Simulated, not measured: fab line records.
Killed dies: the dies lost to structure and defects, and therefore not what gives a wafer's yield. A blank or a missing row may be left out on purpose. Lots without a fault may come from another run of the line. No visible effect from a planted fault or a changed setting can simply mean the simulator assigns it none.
Which of the tools did it?	flow nand harc	66 wafers from 22 lots sampled at 6 of the route's 1159 steps

WHAT EACH GAUGE READ, for each wafer
NHARC_A_SLIT_OVL_MEAS_10. Usual: overlay x nm -0.1 nm, standard deviation 0.76; overlay y nm -0.5 nm, standard deviation 0.98.
lot	measured	on	overlay x nm (nm)	overlay y nm (nm)	flag
L074	day 14 12:16	overlay-02	-0.1 0.2 0.4	0.9 0.6 -0.1	
L075	day 14 18:12	overlay-01	0.4 0.0 0.5	1.2 0.7 0.4	
L077	day 14 18:44	overlay-02	-1.2 -0.8 -1.1	-1.0 -1.2 -0.9	
L078	day 15 01:13	overlay-02	-0.1 0.1 0.2	-0.1 -0.4 -0.7	
L076	day 15 01:31	overlay-01	0.1 -0.3 0.3	-0.9 -0.7 -0.8	
L079	day 15 22:22	overlay-01	-0.2 0.2 0.0	-2.1 -1.9 -1.3	
L080	day 16 09:43	overlay-02	1.7 2.0 1.6	0.2 0.0 0.3	
L083	day 16 11:46	overlay-01	0.3 0.1 0.1	-0.3 -0.4 -0.2	
L084	day 16 11:20	overlay-02	0.8 0.5 0.9	1.1 1.0 1.3	
L086	day 17 09:49	overlay-01	-1.7 -1.4 -1.4	-0.8 -1.3 -1.2	
L087	day 17 11:18	overlay-02	-0.9 -0.5 -0.5	-0.6 -1.0 -1.3	
L085	day 17 09:23	overlay-02	-0.6 -0.2 -0.1	1.9 1.3 1.7	
L088	day 17 22:44	overlay-01	0.4 0.0 -0.3	-1.6 -1.7 -1.5	
L089	day 18 11:10	overlay-02	0.0 0.4 0.2	-1.1 -1.3 -1.8	
L091	day 18 10:56	overlay-01	0.6 0.0 0.1	0.8 0.8 0.5	
L090	day 18 17:44	overlay-01	-0.2 -0.8 0.1	-0.4 -0.4 -0.8	
L092	day 18 18:31	overlay-02	-1.5 -1.0 -1.4	-0.7 -0.1 -0.9	
L094	day 19 01:09	overlay-01	-1.3 -1.8 -1.9	-1.1 -1.7 -1.5	
L093	day 18 23:38	overlay-01	0.6 0.1 0.3	-0.6 -0.5 -0.7	
L095	day 19 16:05	overlay-02	0.6 0.0 0.1	-1.5 -1.6 -1.2	
L097	day 20 03:34	overlay-02	0.1 0.0 0.5	0.5 1.0 0.8	
L096	day 20 11:06	overlay-02	-0.3 -0.1 0.6	-0.6 -0.6 -0.5	

EACH LOT AND THE TOOL THAT RAN IT (in order: tool; ch and the chambers of the sampled wafers; start)
lot	NHARC_A_STAIRCASE_STRIP_295	NHARC_A_STAIRCASE_HM_OPEN_463	NHARC_A_STAIRCASE_CMP_472	NHARC_A_SGD_CUT_ETCH_58	NHARC_A_SGD_CUT_ETCH_15
L074	rie diel-13 ch 2,3, day 14 00:53 or earlier	rie diel-12 ch 0,1,3, day 14 00:53 or earlier	cmp-03 ch 0,1, day 14 00:53	rie diel-04 ch 0,1, day 14 02:10	rie diel-04 ch 0,1,2, day 14 12:16 or earlier
L075	rie diel-12 ch 0,1,2, day 14 06:53 or earlier	rie diel-01 ch 0,1,2, day 14 06:53 or earlier	cmp-02 ch 0,1,3, day 14 06:53	rie diel-04 ch 0,1,2, day 14 08:16	rie diel-04 ch 0,2,3, day 14 18:12 or earlier
L077	rie diel-12 ch 0,1,3, day 14 07:08 or earlier	rie diel-13 ch 0,1,3, day 14 07:08 or earlier	cmp-01 ch 1,2,3, day 14 07:08	rie diel-06 ch 0,1, day 14 08:31	rie diel-06 ch 2,3, day 14 18:44 or earlier
L078	rie diel-12 ch 1,2,3, day 14 11:48 or earlier	rie diel-01 ch 0,1,3, day 14 11:48 or earlier	cmp-02 ch 2,3, day 14 11:48	rie diel-04 ch 1,3, day 14 13:13	rie diel-04 ch 1,2, day 15 01:13 or earlier
L076	rie diel-01 ch 1,2,3, day 14 11:58 or earlier	rie diel-12 ch 0,2, day 14 11:58 or earlier	cmp-01 ch 0,3, day 14 11:58	rie diel-10 ch 1,2,3, day 14 13:16	rie diel-10 ch 1,2,3, day 15 01:31 or earlier
L079	rie diel-13 ch 0,1,2, day 15 07:16 or earlier	rie diel-01 ch 0,1, day 15 07:16 or earlier	cmp-02 ch 0,1, day 15 07:16	rie diel-06 ch 0,1,3, day 15 08:34	rie diel-06 ch 0,1, day 15 22:22 or earlier
L080	rie diel-13 ch 0,2,3, day 15 23:01 or earlier	rie diel-13 ch 1,2, day 15 23:01 or earlier	cmp-01 ch 0,1,3, day 15 23:01	rie diel-06 ch 2,3, day 16 00:22	rie diel-06 ch 0,2,3, day 16 09:43 or earlier
L083	rie diel-01 ch 0,1, day 16 00:49 or earlier	rie diel-12 ch 0,2,3, day 16 00:49 or earlier	cmp-02 ch 1,2,3, day 16 00:49	rie diel-06 ch 2,3, day 16 02:25	rie diel-06 ch 0,1,2, day 16 11:46 or earlier
L084	rie diel-12 ch 0,1,2, day 16 00:43 or earlier	rie diel-13 ch 0,3, day 16 00:43 or earlier	cmp-01 ch 2,3, day 16 00:43	rie diel-06 ch 1,3, day 16 02:07	rie diel-06 ch 0,2, day 16 11:20 or earlier
L086	rie diel-01 ch 0,2,3, day 16 22:49 or earlier	rie diel-13 ch 1,2, day 16 22:49 or earlier	cmp-01 ch 1,2,3, day 16 22:49	rie diel-10 ch 0,1,3, day 17 00:12	rie diel-10 ch 0,1,3, day 17 09:49 or earlier
L087	rie diel-12 ch 0,2,3, day 16 22:39 or earlier	rie diel-13 ch 1,2, day 16 22:39 or earlier	cmp-02 ch 1,2,3, day 16 22:39	rie diel-06 ch 1,2, day 17 00:02	rie diel-06 ch 1,2, day 17 11:18 or earlier
L085	rie diel-12 ch 0,3, day 16 22:54 or earlier	rie diel-12 ch 2,3, day 16 22:54 or earlier	cmp-02 ch 0,3, day 16 22:54	rie diel-04 ch 0,2, day 17 00:14	rie diel-04 ch 0,1,2, day 17 09:23 or earlier
L088	rie diel-13 ch 0,1,2, day 17 10:16 or earlier	rie diel-12 ch 2,3, day 17 10:16 or earlier	cmp-02 ch 0,2,3, day 17 10:16	rie diel-10 ch 0,1,3, day 17 11:51	rie diel-10 ch 1,2,3, day 17 22:44 or earlier
L089	rie diel-01 ch 0,1,2, day 17 22:36 or earlier	rie diel-01 ch 0,2,3, day 17 22:36 or earlier	cmp-03 ch 0,2,3, day 17 22:36	rie diel-04 ch 0,1,3, day 18 00:01	rie diel-04 ch 1,2,3, day 18 11:10 or earlier
L091	rie diel-01 ch 1,2,3, day 17 22:07 or earlier	rie diel-13 ch 1,2, day 17 22:07 or earlier	cmp-01 ch 0,3, day 17 22:07	rie diel-06 ch 1,2,3, day 17 23:31	rie diel-06 ch 0,1, day 18 10:56 or earlier
L090	rie diel-12 ch 1,2, day 18 03:11 or earlier	rie diel-01 ch 0,3, day 18 03:11 or earlier	cmp-03 ch 0,1, day 18 03:11	rie diel-10 ch 0,1, day 18 04:34	rie diel-10 ch 0,1,2, day 18 17:44 or earlier
L092	rie diel-12 ch 1,2,3, day 18 02:54 or earlier	rie diel-01 ch 0,3, day 18 02:54 or earlier	cmp-01 ch 2,3, day 18 02:54	rie diel-06 ch 0,1,3, day 18 04:11	rie diel-06 ch 0,1, day 18 18:31 or earlier
L094	rie diel-12 ch 0,1,3, day 18 12:48 or earlier	rie diel-13 ch 1,2,3, day 18 12:48 or earlier	cmp-01 ch 1,2,3, day 18 12:48	rie diel-10 ch 1,2, day 18 14:11	rie diel-10 ch 0,1, day 19 01:09 or earlier
L093	rie diel-01 ch 2,3, day 18 12:33 or earlier	rie diel-13 ch 0,2,3, day 18 12:33 or earlier	cmp-02 ch 0,1,3, day 18 12:33	rie diel-04 ch 0,1,2, day 18 13:58	rie diel-04 ch 1,2,3, day 18 23:38 or earlier
L095	rie diel-13 ch 1,2,3, day 19 03:56 or earlier	rie diel-13 ch 0,2,3, day 19 03:56 or earlier	cmp-03 ch 0,2,3, day 19 03:56	rie diel-10 ch 1,2, day 19 05:21	rie diel-10 ch 0,2,3, day 19 16:05 or earlier
L097	rie diel-13 ch 0,1,2, day 19 16:40 or earlier	rie diel-13 ch 0,2, day 19 16:40 or earlier	cmp-01 ch 1,2, day 19 16:40	rie diel-06 ch 0,3, day 19 18:04	rie diel-06 ch 0,2, day 20 03:34 or earlier
L096	rie diel-13 ch 0,1,3, day 19 23:03 or earlier	rie diel-13 ch 0,1,3, day 19 23:03 or earlier	cmp-02 ch 1,2,3, day 19 23:03	rie diel-10 ch 0,1,3, day 20 00:34	rie diel-10 ch 0,2,3, day 20 11:06 or earlier
- NHARC_A_STAIRCASE_STRIP_295: strips in O2.
- NHARC_A_STAIRCASE_HM_OPEN_463: chemistry O2/COS.
- NHARC_A_STAIRCASE_CMP_472: polishes SiO2.
- NHARC_A_SGD_CUT_ETCH_58: etches the open film in CF4, target depth 39 nm, time 65 s.
- NHARC_A_SGD_CUT_ETCH_15: etches the open film in CH3F/O2, target depth 75 nm, time 64.3 s.

AS READ BY THE TOOLS THEMSELVES (means over the sampled wafers that have a number; for cases with no such wafer, the mark the record gives instead)
NHARC_A_STAIRCASE_STRIP_295. Usual: drypump motor current A 5.8 A, standard deviation 0.42; oes product au 1.005 a.u., standard deviation 0.015; rf vpp V 57.7 V, standard deviation 0.98; showerhead plenum p Torr 3.52 Torr, standard deviation 0.2; throttle valve pct 17.036 %, standard deviation 0.009.
lot	tool	drypump motor current A (A)	oes product au (a.u.)	rf vpp V (V)	showerhead plenum p Torr (Torr)	throttle valve pct (%)	flag
L074	rie diel-13	6.4	1.018	58.0	3.43	17.042	
L075	rie diel-12	5.8	1.007	58.8	3.51	17.044	
L077	rie diel-12	5.7	1.008	57.0	3.51	17.036	
L078	rie diel-12	6.1	1.011	56.9	3.35	17.038	
L076	rie diel-01	5.9	0.994	58.0	3.37	17.044	
L079	rie diel-13	5.8	1.016	58.0	3.58	17.028	
L080	rie diel-13	6.1	1.018	57.9	3.58	17.032	
L083	rie diel-01	5.7	0.985	57.8	3.39	17.041	
L084	rie diel-12	5.8	1.019	57.9	3.50	17.044	
L086	rie diel-01	5.7	1.000	58.5	3.66	17.040	
L087	rie diel-12	5.8	1.007	58.3	3.47	17.032	
L085	rie diel-12	5.7	1.002	58.1	3.47	17.034	
L088	rie diel-13	5.7	1.016	57.5	3.57	17.045	
L089	rie diel-01	5.6	0.993	57.6	3.68	17.032	
L091	rie diel-01	5.9	0.983	58.2	3.54	17.029	
L090	rie diel-12	6.1	1.003	57.8	3.37	17.039	
L092	rie diel-12	6.1	1.014	56.8	3.33	17.044	
L094	rie diel-12	5.8	1.005	56.6	3.49	17.030	
L093	rie diel-01	5.8	1.001	58.4	3.65	17.034	
L095	rie diel-13	6.0	1.016	58.2	3.53	17.030	
L097	rie diel-13	5.7	1.010	58.6	3.56	17.034	
L096	rie diel-13	5.7	1.009	57.8	3.68	17.036	

NHARC_A_STAIRCASE_HM_OPEN_463. Usual: drypump motor current A 5.8 A, standard deviation 0.43; oes product au 1.004 a.u., standard deviation 0.015; rf vpp V 467 V, standard deviation 4; showerhead plenum p Torr 3.12 Torr, standard deviation 0.18; throttle valve pct 28.330 %, standard deviation 0.0088.
lot	tool	drypump motor current A (A)	oes product au (a.u.)	rf vpp V (V)	showerhead plenum p Torr (Torr)	throttle valve pct (%)	flag
L074	rie diel-12	5.7	1.007	467	3.11	28.325	
L075	rie diel-01	5.7	0.986	464	2.94	28.323	
L077	rie diel-13	5.7	1.013	470	3.28	28.331	
L078	rie diel-01	5.8	0.989	464	2.98	28.320	
L076	rie diel-12	5.8	0.998	466	3.07	28.333	
L079	rie diel-01	5.7	0.988	464	3.00	28.328	
L080	rie diel-13	6.1	1.015	465	3.02	28.330	
L083	rie diel-12	5.8	1.007	466	3.07	28.325	
L084	rie diel-13	5.8	1.019	472	3.30	28.328	
L086	rie diel-13	6.1	1.015	465	3.02	28.340	
L087	rie diel-13	5.7	1.022	467	3.13	28.326	
L085	rie diel-12	6.1	1.002	463	2.92	28.330	
L088	rie diel-12	6.1	1.005	463	2.92	28.338	
L089	rie diel-01	5.7	0.994	470	3.24	28.334	
L091	rie diel-13	5.7	1.007	468	3.13	28.329	
L090	rie diel-01	5.9	0.987	467	3.11	28.338	
L092	rie diel-01	5.6	0.993	470	3.23	28.328	
L094	rie diel-13	6.0	1.015	467	3.12	28.334	
L093	rie diel-13	6.1	1.010	467	3.15	28.337	
L095	rie diel-13	6.1	1.015	467	3.15	28.329	
L097	rie diel-13	5.8	1.013	469	3.18	28.331	
L096	rie diel-13	5.7	1.013	470	3.26	28.340	

NHARC_A_STAIRCASE_CMP_472. Usual: motor current A 12.3 A, standard deviation 1.3; retaining ring pressure frac 1.000, standard deviation 0.0054; slurry filter dp kPa 13.50 kPa, standard deviation 0.14.
lot	tool	motor current A (A)	retaining ring pressure frac	slurry filter dp kPa (kPa)	flag
L074	cmp-03	11.2	1.005	13.52	
L075	cmp-02	12.9	0.997	13.72	
L077	cmp-01	13.4	0.995	13.40	
L078	cmp-02	11.9	1.001	13.51	
L076	cmp-01	11.4	0.996	13.53	
L079	cmp-02	12.8	1.004	13.39	
L080	cmp-01	13.1	1.001	13.47	
L083	cmp-02	12.5	1.004	13.58	
L084	cmp-01	12.0	1.002	13.60	
L086	cmp-01	13.3	1.004	13.56	
L087	cmp-02	12.5	1.003	13.54	
L085	cmp-02	12.6	0.998	13.51	
L088	cmp-02	12.6	1.003	13.41	
L089	cmp-03	11.2	1.000	13.47	
L091	cmp-01	11.6	0.996	13.45	
L090	cmp-03	11.0	1.008	13.50	
L092	cmp-01	12.2	1.003	13.49	
L094	cmp-01	13.1	0.994	13.46	
L093	cmp-02	12.7	0.996	13.55	
L095	cmp-03	11.1	1.002	13.41	
L097	cmp-01	14.4	1.001	13.58	
L096	cmp-02	12.1	1.005	13.43	

NHARC_A_SGD_CUT_ETCH_58. Usual: drypump motor current A 5.5 A, standard deviation 0.55; oes product au 0.997 a.u., standard deviation 0.011; rf vpp V 151.6 V, standard deviation 1; showerhead plenum p Torr 1.78 Torr, standard deviation 0.06; throttle valve pct 13.285 %, standard deviation 0.0089.
lot	tool	drypump motor current A (A)	oes product au (a.u.)	rf vpp V (V)	showerhead plenum p Torr (Torr)	throttle valve pct (%)	flag
L074	rie diel-04	5.7	0.991	151.8	1.82	13.281	
L075	rie diel-04	5.4	0.989	152.0	1.78	13.291	
L077	rie diel-06	4.9	1.008	152.3	1.87	13.287	
L078	rie diel-04	5.7	0.987	151.6	1.76	13.273	
L076	rie diel-10	5.4	0.999	151.4	1.77	13.285	
L079	rie diel-06	5.4	0.994	151.4	1.83	13.285	
L080	rie diel-06	6.2	0.996	151.6	1.76	13.290	
L083	rie diel-06	6.2	1.001	151.8	1.76	13.290	
L084	rie diel-06	5.9	0.993	152.0	1.79	13.283	
L086	rie diel-10	5.2	1.003	151.9	1.78	13.280	
L087	rie diel-06	5.1	1.007	151.2	1.82	13.289	
L085	rie diel-04	5.3	0.986	151.4	1.78	13.281	
L088	rie diel-10	5.2	1.002	151.6	1.78	13.288	
L089	rie diel-04	5.7	0.985	151.7	1.79	13.284	
L091	rie diel-06	5.6	1.004	152.0	1.79	13.274	
L090	rie diel-10	4.9	1.009	151.7	1.83	13.286	
L092	rie diel-06	5.4	1.002	152.0	1.83	13.285	
L094	rie diel-10	5.7	1.003	151.5	1.76	13.284	
L093	rie diel-04	5.4	0.986	152.1	1.77	13.286	
L095	rie diel-10	5.8	0.998	151.8	1.76	13.283	
L097	rie diel-06	5.5	1.001	152.8	1.84	13.283	
L096	rie diel-10	5.2	1.004	151.6	1.78	13.287	

NHARC_A_SGD_CUT_ETCH_15. Usual: ch3f flow sccm 50.00 sccm, standard deviation 0.15; drypump motor current A 5.5 A, standard deviation 0.56; oes product au 0.961 a.u., standard deviation 0.018; rf vpp V 264.1 V, standard deviation 1.5; showerhead plenum p Torr 2.48 Torr, standard deviation 0.087; throttle valve pct 20.662 %, standard deviation 0.0091.
lot	tool	ch3f flow sccm (sccm)	drypump motor current A (A)	oes product au (a.u.)	rf vpp V (V)	showerhead plenum p Torr (Torr)	throttle valve pct (%)	flag
L074	rie diel-04	50.04	5.5	0.964	263.7	2.47	20.662	
L075	rie diel-04	49.85	5.3	0.959	263.0	2.44	20.660	
L077	rie diel-06	49.99	5.9	0.971	263.7	2.44	20.653	
L078	rie diel-04	49.90	5.2	0.949	263.0	2.40	20.660	
L076	rie diel-10	49.95	5.5	0.973	264.2	2.46	20.671	
L079	rie diel-06	49.87	4.9	0.976	265.3	2.60	20.661	
L080	rie diel-06	50.00	5.7	0.966	264.5	2.50	20.660	
L083	rie diel-06	49.93	5.2	0.957	265.2	2.55	20.657	
L084	rie diel-06	49.95	5.3	0.967	265.6	2.56	20.671	
L086	rie diel-10	49.93	5.2	0.977	264.3	2.49	20.670	
L087	rie diel-06	49.87	5.4	0.975	264.2	2.48	20.656	
L085	rie diel-04	50.04	5.5	0.963	264.7	2.47	20.664	
L088	rie diel-10	50.21	5.5	0.949	262.6	2.46	20.663	
L089	rie diel-04	50.02	5.5	0.956	262.8	2.43	20.662	
L091	rie diel-06	49.97	4.9	0.964	266.6	2.60	20.663	
L090	rie diel-10	49.88	5.5	0.941	263.9	2.47	20.663	
L092	rie diel-06	49.75	4.9	0.982	265.7	2.60	20.658	
L094	rie diel-10	49.91	4.9	0.977	264.5	2.55	20.656	
L093	rie diel-04	50.02	5.5	0.916	263.4	2.43	20.667	
L095	rie diel-10	49.93	5.7	0.931	263.0	2.41	20.656	
L097	rie diel-06	50.10	5.5	0.967	264.6	2.49	20.656	
L096	rie diel-10	50.04	5.7	0.962	263.7	2.41	20.661	

THE ANSWER, worked out from the rows above alone
Rule: lot off if the mean of its wafers having a number is beyond 3 standard deviations from the usual mean. Also off: a lot with no number at a reading for which 4 or more lots have one. Any other lot the step has rows for is counted as sound. After the gauges, taken in route order, come the tools' own readings; for these a lot's mean is taken, as printed above. At the first step where some lot is off, the reading lying furthest off is the one used; lots without a number count as furthest.
No lot is off at any reading shown: from this, nothing can be told.

WHAT HAD BEEN PUT IN BY THE SIMULATOR
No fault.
